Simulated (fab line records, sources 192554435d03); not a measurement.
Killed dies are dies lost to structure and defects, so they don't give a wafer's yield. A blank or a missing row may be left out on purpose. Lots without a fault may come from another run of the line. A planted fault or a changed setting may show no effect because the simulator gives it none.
Chamber matching | flow n5_finfet | N5_BEOL_M15_DEP_53 on pecvd-01: 3 sister chambers
The step deposits SiCN from 3MS/NH3, target thk 50 nm, time 17.8 s. 24 wafers are shown with their chamber, then 12 later ones without.

WAFERS WITH THEIR CHAMBER
wafer  | chamber | throttle_valve_pct (%) | showerhead_plenum_p_Torr (Torr)
L076.1 | 0       | 18.3                   | 4.150
L076.2 | 2       | 17.9                   | 4.166
L076.4 | 0       | 18.1                   | 4.158
L078.2 | 1       | 18.9                   | 4.150
L078.3 | 0       | 18.4                   | 4.155
L078.6 | 0       | 18.1                   | 4.153
L079.1 | 0       | 18.2                   | 4.161
L079.4 | 0       | 18.5                   | 4.165
L079.6 | 2       | 17.6                   | 4.167
L084.1 | 0       | 18.3                   | 4.157
L084.2 | 2       | 18.2                   | 4.163
L084.6 | 2       | 18.1                   | 4.164
L082.1 | 0       | 17.9                   | 4.149
L082.2 | 1       | 18.8                   | 4.150
L082.6 | 0       | 18.3                   | 4.148
L083.2 | 2       | 17.8                   | 4.173
L083.4 | 2       | 17.9                   | 4.167
L083.6 | 0       | 17.9                   | 4.156
L087.1 | 1       | 18.6                   | 4.155
L087.5 | 1       | 18.6                   | 4.141
L087.6 | 2       | 17.9                   | 4.167
L092.2 | 1       | 18.6                   | 4.150
L092.4 | 0       | 18.1                   | 4.154
L092.6 | 1       | 18.5                   | 4.162

SIGNATURES (means of the wafers above)
reading                  | chamber 0 | chamber 1 | chamber 2 | scatter within a chamber
throttle_valve_pct       | 18.191    | 18.667    | 17.914    | 0.184
showerhead_plenum_p_Torr | 4.15509   | 4.15133   | 4.16671   | 0.00519
Rule: a wafer's distance from a chamber is the root of the sum, over the readings, of the square of ((its reading less the chamber's mean) divided by the reading's scatter). The wafer belongs to the nearest chamber; if the next one is less than 2 further off, it can't be placed. The scatter: the root of (the sum of the squares of (reading less its chamber's mean) over the shown wafers, divided by (wafers less chambers)).

WAFERS WITHOUT THEIR CHAMBER
wafer  | throttle_valve_pct (%) | showerhead_plenum_p_Torr (Torr)
L091.1 | 18.0                   | 4.166
L091.4 | 18.5                   | 4.154
L091.5 | 18.9                   | 4.167
L093.1 | 18.2                   | 4.172
L093.4 | 17.9                   | 4.178
L093.6 | 18.2                   | 4.157
L094.1 | 18.2                   | 4.166
L094.2 | 18.4                   | 4.146
L094.6 | 18.1                   | 4.154
L096.1 | 17.9                   | 4.181
L096.4 | 18.2                   | 4.164
L096.6 | 17.8                   | 4.172

WHICH CHAMBER EACH WENT THROUGH
wafer  | from the rows above          | in truth
L091.1 | can't be placed: 2 or 0      | 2
L091.4 | can't be placed: 1 or 0      | 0
L091.5 | can't be placed: 1 or 0      | 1
L093.1 | can't be placed: 2 or 0      | 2
L093.4 | 2                            | 2
L093.6 | 0                            | 0
L094.1 | can't be placed: 2 or 0      | 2
L094.2 | can't be placed: 1 or 0      | 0
L094.6 | 0                            | 0
L096.1 | 2                            | 2
L096.4 | can't be placed: 2 or 0 or 1 | 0
L096.6 | 2                            | 2
Placed correctly: 5 of 12. Can't be placed from these rows: 7 (the true chamber is among the candidates in 7). Placed wrongly: 0.
